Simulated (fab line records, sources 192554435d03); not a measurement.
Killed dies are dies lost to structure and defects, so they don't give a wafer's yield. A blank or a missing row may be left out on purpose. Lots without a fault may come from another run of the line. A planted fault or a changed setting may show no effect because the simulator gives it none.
fab line records | flow n5_finfet
record lots=10 wafers=30 last_day=17
route steps=1938 shown BEOL_M1@814 BEOL_M4@1111 PASSIVATION@1936
lots that met no fault: from a run of the same line without faults
start_h: hours from the record's first day to the start of the lot's first wafer shown | wait_h: hours since the lot's step before | " the same as in the row above | L1.1+2: a row that stands for several wafers | - no value, or no start given | * or withheld: withheld | < > ~ a bound
route shown NAME@n: a module of which the file shows steps, and the number in the route of the first | usual: mean/standard deviation of fault-free wafers | same: alike in all rows | chamber/n: place in a boat | sites: the reading at each site | _std_site: their standard deviation | _edge_site: outer sites' mean less inner sites' | radius_mm: how far each site lies from the wafer's centre | mask NAME#n: copy n | behind: the tool/chamber that last shaped the wafer | hold: why the lot was held/for how many hours/how that ended | device: the transistor (n, p or np) that didn't switch | end of line: the same wafers' tests at the end of the route | a step without rows: its recipe alone | killed: dies lost to structure and defects at the first sort, not the wafer's yield | map: a wafer's dies, x killed, . not, _ none there
set.NAME: the setting as run; set.NAME@STEP: as run at that earlier step | model.NAME: the simulator's own value behind a step, which no gauge read
steps of the route over a sample of lots; a table a step, a row a wafer
services: from which hour (start_h, from the record's first day; less than 0 if before it) a tool's chamber was out of use, for how many hours, and why
## steps
# step N5_BEOL_M1_SPUTTER_48
# recipe material=Cu target_thk_a=45 temp_c=-20 chamber_pressure_pa=0.07 power_w=withheld time_s=8.29
# usual chuck_gas_flow_sccm=1.27/0.054 chuck_sensor_temp_C=-16.0/0.51 throttle_valve_pct=30.1/1.5
# columns lot.wafer tool chamber start_h wait_h chuck_gas_flow_sccm chuck_sensor_temp_C throttle_valve_pct
L402.2 pvd_sputter-02 - 127.46 0.2 1.24 -16.1 31.9
L402.4 " - " " 1.24 -16.5 30.5
L402.5 " - " " 1.21 -16.4 30.3
L405.2 pvd_sputter-02 - 144.67 0.1 1.25 -16.4 30.3
L405.3 " - " " 1.19 -15.8 31.4
L405.6 " - " " 1.27 -15.4 27.7
L407.1 pvd_sputter-01 - 156.23 0.1 1.23 -15.6 28.5
L407.4 " - " " 1.22 -16.4 28.0
L407.6 " - " " 1.19 -16.3 30.5
L409.2 pvd_sputter-03 - 168.87 0.2 1.31 -16.9 29.8
L409.3 " - " " 1.24 -16.7 31.6
L409.4 " - " " 1.21 -16.7 31.6
L416.1 pvd_sputter-02 - 215.92 0.2 1.22 -15.7 31.5
L416.2 " - " " 1.27 -16.4 30.2
L416.6 " - " " 1.29 -16.1 31.9
L414.1 pvd_sputter-03 - 216.05 0.1 1.27 -15.6 29.0
L414.3 " - " " 1.23 -16.6 30.0
L414.4 " - " " 1.30 -15.4 31.8
L418.3 pvd_sputter-03 - 221.37 0.1 1.26 -16.6 31.8
L418.4 " - " " 1.31 -15.7 29.2
L418.6 " - " " 1.30 -15.3 31.8
L419.1 pvd_sputter-03 - 229.85 0.2 1.26 -15.5 31.9
L419.3 " - " " 1.21 -16.7 31.4
L419.5 " - " " 1.26 -15.5 29.2
L423.2 pvd_sputter-02 - 260.22 0.3 1.24 -15.4 27.4
L423.3 " - " " 1.27 -16.2 30.2
L423.5 " - " " 1.34 -15.3 27.6
L425.2 pvd_sputter-01 - 264.66 1.9 1.23 -16.2 28.4
L425.3 " - " " 1.30 -16.5 29.9
L425.6 " - " " 1.32 -16.6 30.2
# step N5_BEOL_M1_SPUTTER_81
# recipe material=Cu target_thk_a=45 temp_c=-20 chamber_pressure_pa=0.07 power_w=withheld time_s=8.29
# usual chuck_gas_flow_sccm=1.26/0.056 chuck_sensor_temp_C=-16.0/0.52 throttle_valve_pct=30.1/1.5
# columns lot.wafer tool chamber start_h wait_h chuck_gas_flow_sccm chuck_sensor_temp_C throttle_valve_pct
L402.2 pvd_sputter-02 - 127.90 0.1 1.26 -16.1 31.9
L402.4 " - " " 1.25 -16.6 30.5
L402.5 " - " " 1.29 -16.4 30.2
L405.2 pvd_sputter-02 - 145.11 0.1 1.27 -16.3 30.3
L405.3 " - " " 1.30 -15.6 31.5
L405.6 " - " " 1.22 -15.2 27.9
L407.1 pvd_sputter-01 - 156.67 0.1 1.38 -15.7 28.3
L407.4 " - " " 1.33 -16.3 28.3
L407.6 " - " " 1.31 -16.4 30.7
L409.2 pvd_sputter-03 - 169.31 0.1 1.29 -16.6 29.7
L409.3 " - " " 1.18 -16.9 31.5
L409.4 " - " " 1.23 -16.7 31.6
L416.1 pvd_sputter-02 - 216.36 0.1 1.23 -15.8 31.6
L416.2 " - " " 1.26 -16.3 30.1
L416.6 " - " " 1.28 -16.1 32.1
L414.1 pvd_sputter-03 - 216.49 0.1 1.24 -15.6 29.0
L414.3 " - " " 1.28 -16.6 29.8
L414.4 " - " " 1.27 -15.3 32.1
L418.3 pvd_sputter-03 - 221.81 0.1 1.32 -16.6 31.7
L418.4 " - " " 1.29 -15.7 29.0
L418.6 " - " " 1.32 -15.1 31.9
L419.1 pvd_sputter-03 - 230.29 0.1 1.30 -15.4 32.1
L419.3 " - " " 1.27 -16.7 31.5
L419.5 " - " " 1.25 -15.7 29.1
L423.2 pvd_sputter-02 - 260.66 0.1 1.23 -15.4 27.5
L423.3 " - " " 1.27 -16.4 30.2
L423.5 " - " " 1.32 -15.3 27.5
L425.2 pvd_sputter-01 - 265.10 0.1 1.21 -16.1 28.6
L425.3 " - " " 1.30 -16.5 29.9
L425.6 " - " " 1.27 -16.7 30.0
# step N5_BEOL_M1_ANNEAL_93
# recipe temp_c=400 time_s=240 ambient=vacuum
# usual heater_power_w=874/73
# columns lot.wafer tool chamber start_h wait_h heater_power_w
L402.2 pvd_sputter-02 - 128.86 0.0 847
L402.4 " - " " 940
L402.5 " - " " 911
L405.2 pvd_sputter-02 - 146.07 0.0 921
L405.3 " - " " 940
L405.6 " - " " 908
L407.1 pvd_sputter-01 - 157.63 0.0 946
L407.4 " - " " 707
L407.6 " - " " 857
L409.2 pvd_sputter-03 - 170.27 0.0 937
L409.3 " - " " 842
L409.4 " - " " 833
L416.1 pvd_sputter-02 - 217.32 0.0 911
L416.2 " - " " 918
L416.6 " - " " 858
L414.1 pvd_sputter-03 - 217.45 0.0 775
L414.3 " - " " 942
L414.4 " - " " 907
L418.3 pvd_sputter-03 - 222.77 0.0 834
L418.4 " - " " 759
L418.6 " - " " 888
L419.1 pvd_sputter-03 - 231.25 0.0 893
L419.3 " - " " 813
L419.5 " - " " 766
L423.2 pvd_sputter-02 - 261.62 0.0 930
L423.3 " - " " 913
L423.5 " - " " 917
L425.2 pvd_sputter-01 - 266.06 0.0 699
L425.3 " - " " 832
L425.6 " - " " 846
# step N5_BEOL_M1_CMP_52
# recipe stop_on=SiOC t_overpolish_s=6.8 down_force_psi=1 platen_rpm=50 clearing_platen_down_force_psi=1.5 clearing_platen_rpm=50 post_cmp_clean=cu_alkaline target_thk_nm=40 clearing_platen_pad_velocity_m_s=0.99484 pad_velocity_m_s=0.99484
# usual barrier_field_endpoint_s=25.1/0.57 edge_zone_pressure_frac=1.000/0.0049 head_pressure_psi=0.9999/0.0021 motor_current_A=6.0/0.55 overpolish_run_s=6.800/0.0095 time_to_endpoint_s=63.6/2.8
# columns lot.wafer tool chamber start_h wait_h barrier_field_endpoint_s edge_zone_pressure_frac head_pressure_psi motor_current_A overpolish_run_s time_to_endpoint_s
L402.2 cmp-03 0 129.73 0.2 24.5 1.001 0.9990 5.5 6.815 59.8
L402.4 " 1 " " 26.7 1.002 1.0002 6.6 6.819 65.3
L402.5 " 0 " " 24.8 0.996 0.9955 5.5 6.807 60.7
L405.2 cmp-02 0 146.93 0.2 25.6 1.009 1.0012 5.6 6.808 64.0
L405.3 " 2 " " 25.4 1.006 1.0003 5.6 6.811 58.5
L405.6 " 1 " " 26.1 0.999 1.0018 7.1 6.811 64.5
L407.4 cmp-03 2 158.49 0.1 25.1 0.993 1.0018 6.2 6.794 59.8
L407.1 " 0 " " 25.4 0.998 1.0019 5.6 6.785 64.3
L407.6 " 2 " " 25.4 1.000 0.9967 5.9 6.793 60.5
L409.4 cmp-04 1 171.12 0.1 24.8 0.998 0.9997 5.9 6.791 65.7
L409.3 " 2 " " 24.1 0.991 0.9980 5.0 6.812 63.4
L409.2 " 3 " " 24.5 1.001 0.9986 6.4 6.798 67.7
L416.1 cmp-03 2 218.17 0.3 26.5 1.000 0.9016 6.0 6.794 60.5
L416.2 " 0 " " 24.8 1.013 1.0051 5.4 6.801 65.7
L416.6 " 3 " " 24.9 0.999 0.9979 6.5 6.796 66.6
L414.3 cmp-03 2 218.40 0.3 27.2 0.995 0.9035 6.3 6.819 60.4
L414.4 " 0 " " 24.9 0.995 1.0005 5.4 6.809 62.1
L414.1 " 1 " " 24.8 1.005 1.0001 6.3 6.802 62.9
L418.4 cmp-02 1 223.62 0.1 26.5 0.998 0.9988 6.4 6.815 68.7
L418.3 " 2 " " 24.7 0.998 1.0019 5.7 6.802 60.8
L418.6 " 2 " " 24.8 1.006 0.9959 5.4 6.821 61.3
L419.1 cmp-04 1 232.11 0.3 25.4 0.994 1.0023 5.6 6.796 68.0
L419.3 " 0 " " 24.5 0.999 1.0020 5.4 6.813 63.1
L419.5 " 2 " " 24.6 0.993 0.9975 5.1 6.797 58.7
L423.3 cmp-04 1 262.94 0.3 25.7 0.996 1.0005 6.0 6.818 67.2
L423.2 " 2 " " 24.5 1.003 1.0038 5.2 6.815 63.3
L423.5 " 0 " " 25.5 0.996 1.0028 5.6 6.794 63.4
L425.2 cmp-04 1 267.23 0.3 25.1 1.003 1.0016 6.1 6.799 68.2
L425.3 " 2 " " 25.2 1.006 0.9963 5.1 6.793 60.5
L425.6 " 3 " " 25.0 1.001 1.0000 6.0 6.788 65.7
# step N5_BEOL_M4_RC_MEAS_101
# usual DIBL_N=37.1/1.9 DIBL_P=37.2/2.3 IOFF_N=0.18/0.04 IOFF_P=0.23/0.044 ION_N=682/11 ION_P=468/8.6 SS_N=71.9/0.68 SS_P=73.5/0.74 VT_N=248/3.4 VT_P=-248/3.4
# columns lot.wafer tool chamber start_h wait_h DIBL_N[mV/V] DIBL_P[mV/V] IOFF_N[nA/um] IOFF_P[nA/um] ION_N[uA/um] ION_P[uA/um] SS_N[mV/dec] SS_P[mV/dec] VT_N[mV] VT_P[mV]
L402.2 prober-01 0 170.05 0.2 38.1 37.9 0.19 0.25 676 471 71.6 73.4 248 -247
L402.4 " 0 " " 35.5 34.4 0.13 0.20 668 460 71.4 72.3 254 -250
L402.5 " 0 " " 38.4 37.7 0.19 0.25 679 465 72.1 73.3 250 -248
L405.2 prober-02 0 187.97 0.2 38.1 37.6 0.21 0.31 687 479 72.3 74.1 246 -240
L405.3 " 0 " " 35.6 34.7 0.15 0.24 673 473 71.4 73.8 248 -245
L405.6 " 0 " " 35.8 34.2 0.16 0.24 680 473 70.9 73.1 247 -246
L407.1 prober-01 0 192.99 0.0 40.9 38.9 0.24 0.29 696 474 72.2 73.9 242 -246
L407.4 " 0 " " 38.7 35.7 0.19 0.22 677 460 71.5 72.8 246 -248
L407.6 " 0 " " 39.4 37.6 0.19 0.25 678 463 71.9 73.9 248 -248
L409.2 prober-02 0 198.42 0.2 32.9 33.4 0.11 0.16 660 455 70.7 72.0 254 -254
L409.3 " 0 " " 35.6 35.8 0.16 0.19 679 461 71.8 72.5 248 -252
L409.4 " 0 " " 34.9 34.8 0.15 0.17 670 460 72.0 72.5 249 -254
L416.1 prober-02 0 246.10 0.0 38.3 39.1 0.22 0.28 692 470 72.2 73.0 246 -246
L416.2 " 0 " " 37.2 36.0 0.18 0.21 667 453 73.5 73.0 251 -252
L416.6 " 0 " " 37.1 35.7 0.19 0.21 663 458 72.6 73.1 248 -251
L414.1 prober-01 0 247.69 0.0 39.4 41.0 0.24 0.35 692 477 72.1 74.1 243 -243
L414.3 " 0 " " 37.2 37.9 0.19 0.27 693 473 71.9 74.3 245 -247
L414.4 " 0 " " 39.0 41.0 0.24 0.34 710 485 73.3 74.0 242 -242
L418.3 prober-01 0 261.19 0.3 40.2 42.0 0.26 0.30 697 471 73.5 74.6 244 -245
L418.4 " 0 " " 37.6 39.5 0.20 0.26 687 465 72.0 74.1 246 -248
L418.6 " 0 " " 39.0 39.6 0.22 0.25 681 455 72.6 74.0 246 -247
L419.1 prober-02 0 265.64 0.0 38.1 37.8 0.16 0.21 685 469 71.9 73.6 250 -252
L419.3 " 0 " " 37.3 37.4 0.18 0.22 687 471 72.5 73.9 247 -251
L419.5 " 0 " " 37.4 37.3 0.16 0.21 676 470 72.7 72.8 251 -251
L423.2 prober-02 0 295.52 0.2 35.7 36.0 0.16 0.20 685 469 70.9 73.0 248 -250
L423.3 " 0 " " 40.3 39.2 0.23 0.24 684 461 72.7 74.4 245 -252
L423.5 " 0 " " 36.5 36.0 0.16 0.20 685 468 71.6 73.3 249 -253
L425.2 prober-02 0 297.97 0.2 36.4 36.7 0.17 0.21 672 459 71.2 73.0 248 -252
L425.3 " 0 " " 36.8 36.7 0.17 0.22 671 454 72.2 73.5 248 -250
L425.6 " 0 " " 37.0 37.2 0.18 0.23 675 460 71.9 73.8 247 -250
# step N5_PASSIVATION_PROBE_49
# usual defect_limited_yield=91.5/1.4 killed_at_M0_to_M3=32/9.7 killed_at_M4_up=14/5.3 killed_at_contacts=11/6 killed_at_front_end=39/14 killed_at_other=3.3/2.7 killed_dies=100/17 killed_open=66/13 killed_short=32/7.4 sort_bin_5_function=4.9/0.9 sort_bin_6_memory=3.2/0.72 sort_n_pass=1080/17 sort_yield_pct=91.5/1.4
# same gross_dies=1180 killed_at_back_side=0 sort_bin_4_leakage[%]=0 sort_bin_8_speed[%]=0
# columns lot.wafer tool chamber start_h wait_h defect_limited_yield[%] killed_at_M0_to_M3 killed_at_M4_up killed_at_contacts killed_at_front_end killed_at_other killed_dies killed_open killed_short sort_bin_5_function[%] sort_bin_6_memory[%] sort_n_pass sort_yield_pct[%]
L402.2 prober-02 - 283.46 0.1 92.0 34 18 9 28 5 94 63 31 5.2 2.6 1086 92.0
L402.4 prober-02 - 283.56 0.2 94.3 30 10 7 13 7 67 42 25 3.2 2.1 1113 94.3
L402.5 prober-02 - 283.61 0.2 91.9 45 13 2 31 4 95 59 36 4.3 3.4 1085 91.9
L405.2 prober-02 - 283.76 0.4 92.5 28 12 13 25 11 89 62 25 4.7 2.7 1091 92.5
L405.3 prober-02 - 283.81 0.4 93.1 29 14 3 32 4 82 45 37 4.3 2.3 1098 93.1
L405.6 prober-02 - 283.96 0.6 91.9 25 17 6 36 11 95 57 33 5.1 2.3 1085 91.9
L407.1 prober-02 - 294.63 0.0 89.0 34 12 27 52 5 130 89 41 6.6 4.3 1050 89.0
L407.4 prober-02 - 294.78 0.2 92.2 35 9 5 38 5 92 54 38 5.1 2.6 1088 92.2
L407.6 prober-02 - 294.88 0.3 90.8 39 15 9 44 2 109 69 40 5.3 3.7 1071 90.8
L409.2 prober-01 - 307.84 0.1 90.0 28 29 9 52 0 118 74 40 5.3 4.1 1062 90.0
L409.3 prober-01 - 307.89 0.1 94.1 15 18 9 21 7 70 51 19 3.0 2.7 1110 94.1
L409.4 prober-01 - 307.94 0.2 91.6 34 22 7 35 1 99 60 35 5.2 3.1 1081 91.6
L416.1 prober-01 - 342.74 0.0 92.2 18 17 12 42 3 92 65 27 4.7 2.9 1088 92.2
L416.2 prober-01 - 342.79 0.1 92.4 30 17 8 33 2 90 56 33 4.5 3.1 1090 92.4
L416.6 prober-01 - 342.99 0.3 90.3 35 25 19 35 0 114 87 27 6.0 3.3 1066 90.3
L414.1 prober-02 - 351.37 0.0 90.4 48 23 6 30 6 113 85 28 5.4 4.0 1067 90.4
L414.3 prober-02 - 351.47 0.1 92.6 30 10 4 42 1 87 56 31 4.1 3.1 1093 92.6
L414.4 prober-02 - 351.52 0.2 90.6 29 16 8 51 7 111 74 37 4.7 4.3 1069 90.6
L419.1 prober-01 - 367.93 0.0 92.9 29 11 11 30 3 84 55 26 4.3 2.7 1096 92.9
L419.3 prober-01 - 368.03 0.1 90.9 33 11 9 52 2 107 67 38 4.9 3.7 1073 90.9
L419.5 prober-01 - 368.13 0.2 93.1 25 10 6 36 4 81 52 28 3.8 2.9 1099 93.1
L418.3 prober-02 - 367.95 0.1 93.9 28 8 4 31 1 72 44 27 3.3 2.2 1108 93.9
L418.4 prober-02 - 368.00 0.2 92.7 27 9 7 41 2 86 49 29 4.1 2.1 1094 92.7
L418.6 prober-02 - 368.10 0.3 93.1 28 7 20 26 0 81 59 22 3.7 3.1 1099 93.1
L423.2 prober-02 - 392.33 0.1 90.8 52 25 2 28 1 108 70 35 5.4 3.3 1072 90.8
L423.3 prober-02 - 392.38 0.1 91.8 39 15 2 41 0 97 61 28 4.3 2.9 1083 91.8
L423.5 prober-02 - 392.48 0.2 89.4 40 21 8 55 1 125 80 36 5.5 4.2 1055 89.4
L425.2 prober-01 - 403.01 0.1 93.2 21 7 11 41 0 80 61 16 3.3 2.9 1100 93.2
L425.3 prober-01 - 403.06 0.1 92.9 15 11 7 46 5 84 50 34 4.7 1.9 1096 92.9
L425.6 prober-01 - 403.21 0.3 92.0 24 22 13 27 8 94 64 30 4.7 3.0 1086 92.0
# killed by level:class
L402.2 BEOL_M2:geometric_particle:open=13 MOL_CONTACT_COAG:geometric_particle:open=9 FIN_SAQP:geometric_particle:short=8 BEOL_M4:geometric_particle:open=8 BEOL_M1:geometric_particle:open=7 FIN_SAQP:geometric_particle:open=6 GATE_CUT:geometric_particle:short=5 BEOL_M0_SAQP:geometric_particle:short=5
L402.4 BEOL_M3:geometric_particle:open=8 MOL_CONTACT_COAG:geometric_particle:open=6 BEOL_M0_SAQP:geometric_particle:open=6 BEOL_M0_SAQP:geometric_particle:short=5 FIN_SAQP:geometric_particle:short=4 BEOL_M2:geometric_particle:open=4 BEOL_M3:geometric_particle:short=4 MIM_TOP_ETCH:geometric_particle:open=3
L402.5 BEOL_M3:geometric_particle:open=11 FIN_SAQP:geometric_particle:short=10 BEOL_M0_SAQP:geometric_particle:open=9 BEOL_M0_SAQP:geometric_particle:short=9 BEOL_M2:geometric_particle:open=9 FIN_SAQP:geometric_particle:open=6 GATE_CUT:geometric_particle:short=4 BEOL_M1:geometric_particle:open=4
L405.2 MOL_CONTACT_COAG:geometric_particle:open=12 BEOL_M0:geometric_particle:open=7 BEOL_M1:geometric_particle:open=7 FIN_SAQP:geometric_particle:open=5 BEOL_M0_SAQP:geometric_particle:open=4 BEOL_M4:geometric_particle:open=4 PAD_METAL:geometric_particle:short=3 STI_FIN_REVEAL:geometric_particle:open=3
L405.3 FIN_SAQP:geometric_particle:short=9 BEOL_M0_SAQP:geometric_particle:short=8 BEOL_M3:geometric_particle:open=7 BEOL_M3:geometric_particle:short=5 FIN_SAQP:geometric_particle:open=4 BEOL_M7:geometric_particle:open=4 ILD0:geometric_particle:open=3 MOL_CONTACT_COAG:geometric_particle:open=3
L405.6 STI_FIN_REVEAL:geometric_particle:open=6 BEOL_M2:geometric_particle:open=6 STARTING-WAFER:geometric_particle:short=6 FIN_SAQP:geometric_particle:open=5 FIN_SAQP:geometric_particle:short=5 HKMG_FIN:area_etch=5 MOL_CONTACT_COAG:geometric_particle:open=4 BEOL_M1:geometric_particle:open=4
L407.1 MOL_CONTACT_COAG:geometric_particle:open=25 FIN_SAQP:geometric_particle:short=15 FIN_SAQP:geometric_particle:open=15 BEOL_M2:geometric_particle:open=9 BEOL_M3:geometric_particle:open=8 BEOL_M0_SAQP:geometric_particle:open=8 BEOL_M4:geometric_particle:open=7 STI_FIN_REVEAL:geometric_particle:open=6
L407.4 STI_FIN_REVEAL:geometric_particle:open=12 BEOL_M0_SAQP:geometric_particle:open=10 FIN_SAQP:geometric_particle:short=9 BEOL_M2:geometric_particle:open=9 BEOL_M0_SAQP:geometric_particle:short=8 GATE_CUT:geometric_particle:short=7 MOL_CONTACT_COAG:geometric_particle:open=4 BEOL_M2:geometric_particle:short=4
L407.6 FIN_SAQP:geometric_particle:short=12 BEOL_M2:geometric_particle:open=12 BEOL_M0_SAQP:geometric_particle:short=10 STI_FIN_REVEAL:geometric_particle:open=9 MOL_CONTACT_COAG:geometric_particle:open=8 BEOL_M0_SAQP:geometric_particle:open=8 BEOL_M4:geometric_particle:open=7 BEOL_M1:geometric_particle:open=5
L409.2 BEOL_M4:geometric_particle:open=20 FIN_SAQP:geometric_particle:short=10 DUMMY_GATE:geometric_particle:open=9 BEOL_M0_SAQP:geometric_particle:open=8 MOL_CONTACT_COAG:geometric_particle:open=7 BEOL_M3:geometric_particle:open=7 STI_FIN_REVEAL:geometric_particle:open=4 ILD0:geometric_particle:short=4
L409.3 BEOL_M4:geometric_particle:open=12 MOL_CONTACT_COAG:geometric_particle:open=9 BEOL_M0_SAQP:geometric_particle:short=6 GATE_CUT:geometric_particle:short=5 BEOL_M0_SAQP:geometric_particle:open=5 FIN_SAQP:geometric_particle:open=4 MIM_TOP_ETCH:geometric_particle:open=4 DUMMY_GATE:geometric_particle:open=3
L409.4 BEOL_M4:geometric_particle:open=17 BEOL_M2:geometric_particle:open=9 BEOL_M0_SAQP:geometric_particle:open=8 BEOL_M0_SAQP:geometric_particle:short=8 GATE_CUT:geometric_particle:short=7 MOL_CONTACT_COAG:geometric_particle:open=5 STI_FIN_REVEAL:geometric_particle:open=4 SD_EPI_N:coat_microbubble_printed=4
L416.1 STI_FIN_REVEAL:geometric_particle:open=16 MOL_CONTACT_COAG:geometric_particle:open=11 BEOL_M4:geometric_particle:open=11 BEOL_M3:geometric_particle:open=8 FIN_SAQP:geometric_particle:open=6 STARTING-WAFER:geometric_particle:short=6 GATE_CUT:geometric_particle:short=4 BEOL_M4:geometric_particle:short=3
L416.2 FIN_SAQP:geometric_particle:short=9 FIN_SAQP:geometric_particle:open=8 BEOL_M2:geometric_particle:open=8 DUMMY_GATE:geometric_particle:open=7 MOL_CONTACT_COAG:geometric_particle:open=5 BEOL_M0_SAQP:geometric_particle:short=5 BEOL_M0_SAQP:geometric_particle:open=4 BEOL_M8:geometric_particle:open=4
L416.6 MOL_CONTACT_COAG:geometric_particle:open=17 STI_FIN_REVEAL:geometric_particle:open=14 BEOL_M4:geometric_particle:open=13 BEOL_M2:geometric_particle:open=8 BEOL_M8:geometric_particle:open=7 BEOL_M0_SAQP:geometric_particle:short=6 BEOL_M0_SAQP:geometric_particle:open=6 GATE_CUT:geometric_particle:open=5
L414.1 BEOL_M3:geometric_particle:open=16 BEOL_M4:geometric_particle:open=14 BEOL_M0_SAQP:geometric_particle:short=9 STI_FIN_REVEAL:geometric_particle:open=8 BEOL_M0_SAQP:geometric_particle:open=8 FIN_SAQP:geometric_particle:open=7 BEOL_M1:geometric_particle:open=6 MOL_CONTACT_COAG:geometric_particle:open=5
L414.3 BEOL_M3:geometric_particle:open=9 FIN_SAQP:geometric_particle:open=7 BEOL_M0_SAQP:geometric_particle:open=7 FIN_SAQP:geometric_particle:short=6 STI_FIN_REVEAL:geometric_particle:open=6 DUMMY_GATE:geometric_particle:open=5 GATE_CUT:geometric_particle:short=5 BEOL_M1:geometric_particle:open=4
L414.4 STI_FIN_REVEAL:geometric_particle:open=14 FIN_SAQP:geometric_particle:short=8 DUMMY_GATE:geometric_particle:open=8 BEOL_M3:geometric_particle:open=7 MOL_CONTACT_COAG:geometric_particle:open=7 BEOL_M0_SAQP:geometric_particle:open=6 FIN_SAQP:geometric_particle:open=5 BEOL_M5:geometric_particle:open=5
L419.1 MOL_CONTACT_COAG:geometric_particle:open=9 BEOL_M2:geometric_particle:open=8 STI_FIN_REVEAL:geometric_particle:open=7 BEOL_M0_SAQP:geometric_particle:short=7 BEOL_M0_SAQP:geometric_particle:open=5 FIN_SAQP:geometric_particle:open=4 FIN_SAQP:geometric_particle:short=3 STARTING-WAFER:geometric_particle:short=3
L418.3 GATE_CUT:geometric_particle:short=6 BEOL_M3:geometric_particle:open=6 GATE_CUT:geometric_particle:open=5 STI_FIN_REVEAL:geometric_particle:open=5 BEOL_M0_SAQP:geometric_particle:short=5 FIN_SAQP:geometric_particle:short=4 FIN_SAQP:geometric_particle:open=3 BEOL_M0_SAQP:geometric_particle:open=3
L418.4 FIN_SAQP:geometric_particle:open=8 FIN_SAQP:geometric_particle:short=8 BEOL_M0_SAQP:geometric_particle:open=8 HKMG_FIN:area_etch=8 GATE_CUT:geometric_particle:short=6 STARTING-WAFER:geometric_particle:open=5 MOL_CONTACT_COAG:geometric_particle:open=5 BEOL_M3:geometric_particle:open=4
L419.3 BEOL_M0_SAQP:geometric_particle:open=15 FIN_SAQP:geometric_particle:short=12 STI_FIN_REVEAL:geometric_particle:open=9 BEOL_M0_SAQP:geometric_particle:short=9 MOL_CONTACT_COAG:geometric_particle:open=8 STARTING-WAFER:geometric_particle:open=7 FIN_SAQP:geometric_particle:open=5 DUMMY_GATE:geometric_particle:open=5
L418.6 MOL_CONTACT_COAG:geometric_particle:open=18 BEOL_M2:geometric_particle:open=7 FIN_SAQP:geometric_particle:short=6 STI_FIN_REVEAL:geometric_particle:open=5 BEOL_M0_SAQP:geometric_particle:short=5 FIN_SAQP:geometric_particle:open=4 BEOL_M0:geometric_particle:open=4 BEOL_M1:geometric_particle:open=3
L419.5 STI_FIN_REVEAL:geometric_particle:open=10 FIN_SAQP:geometric_particle:short=7 BEOL_M2:geometric_particle:open=6 MOL_CONTACT_COAG:geometric_particle:open=5 BEOL_M0_SAQP:geometric_particle:short=4 BEOL_M0_SAQP:geometric_particle:open=4 BEOL_M7:geometric_particle:open=4 STI_FIN_REVEAL:geometric_particle:short=3
L423.2 BEOL_M0_SAQP:geometric_particle:open=19 BEOL_M0_SAQP:geometric_particle:short=13 BEOL_M3:geometric_particle:open=9 FIN_SAQP:geometric_particle:open=8 BEOL_M4:geometric_particle:open=8 BEOL_M1:geometric_particle:open=6 FIN_SAQP:geometric_particle:short=5 BEOL_M5:geometric_particle:short=4
L423.3 BEOL_M0_SAQP:geometric_particle:open=15 FIN_SAQP:geometric_particle:open=12 BEOL_M0_SAQP:geometric_particle:short=10 BEOL_M4:geometric_particle:open=10 FIN_SAQP:geometric_particle:short=8 HKMG_FIN:area_etch=7 BEOL_M1:geometric_particle:open=6 BEOL_M3:geometric_particle:open=4
L423.5 FIN_SAQP:geometric_particle:short=10 FIN_SAQP:geometric_particle:open=10 BEOL_M0_SAQP:geometric_particle:open=10 BEOL_M3:geometric_particle:open=10 HKMG_FIN:area_etch=8 BEOL_M1:geometric_particle:open=7 MOL_CONTACT_COAG:geometric_particle:open=6 BEOL_M4:geometric_particle:open=5
L425.2 STI_FIN_REVEAL:geometric_particle:open=13 MOL_CONTACT_COAG:geometric_particle:open=8 FIN_SAQP:geometric_particle:open=7 BEOL_M0_SAQP:geometric_particle:open=7 STARTING-WAFER:geometric_particle:open=6 GATE_CUT:geometric_particle:short=4 BEOL_M0_SAQP:geometric_particle:short=4 BEOL_M3:geometric_particle:open=4
L425.3 STI_FIN_REVEAL:geometric_particle:open=10 GATE_CUT:geometric_particle:short=7 GATE_CUT:geometric_particle:open=6 MOL_CONTACT_COAG:geometric_particle:open=6 FIN_SAQP:geometric_particle:short=5 FIN_SAQP:geometric_particle:open=5 STI_FIN_REVEAL:geometric_particle:short=4 BEOL_M3:geometric_particle:open=4
L425.6 MOL_CONTACT_COAG:geometric_particle:open=11 STI_FIN_REVEAL:geometric_particle:open=8 BEOL_M0_SAQP:geometric_particle:open=7 BEOL_M4:geometric_particle:open=7 BEOL_M5:geometric_particle:open=5 GATE_CUT:geometric_particle:short=4 BEOL_M1:geometric_particle:open=4 PASS1_CAP:geometric_particle:short=4
## services
# columns tool chamber start_h hours kind
pvd_sputter-03 - 139.16 3.7 repair
cmp-04 - 158.74 3.8 repair
cmp-02 - 178.01 4.0 pm
cmp-02 - 182.01 - consumable_replace:conditioner
cmp-02 - 182.01 - consumable_replace:pad
cmp-03 - 184.14 4.0 pm
cmp-03 - 188.14 - consumable_replace:conditioner
cmp-03 - 188.14 - consumable_replace:pad
cmp-02 - 210.96 1.2 repair
cmp-04 - 219.35 4.8 pm
cmp-04 - 230.39 0.8 repair
cmp-04 - 244.50 5.0 repair
cmp-02 - 256.81 4.4 pm
## key
first_sign step=N5_BEOL_M1_CMP_52 reading=head_pressure_psi direction=down sigmas=47 usual=0.9999 struck=0.9026
effect step=N5_BEOL_M1_CMP_52 reading=barrier_field_endpoint_s direction=up sigmas=3.1 usual=25.1 struck=26.9
met_at N5_BEOL_M1_CMP_52
struck_lots L414,L416
struck_wafers L414.3,L416.1
not_acting_at N5_BEOL_M1_SPUTTER_48,N5_BEOL_M1_SPUTTER_81,N5_BEOL_M1_ANNEAL_93
onset_between 158.49 218.17
fault kind=process_parameter_drift tool=cmp-03 chamber=2 onset_h=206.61 steps=N5_BEOL_M1_CMP_52 channel=down_force_psi offset=-0.098728 shape=step end_h=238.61 acts_in=these_recipes_only stated=1
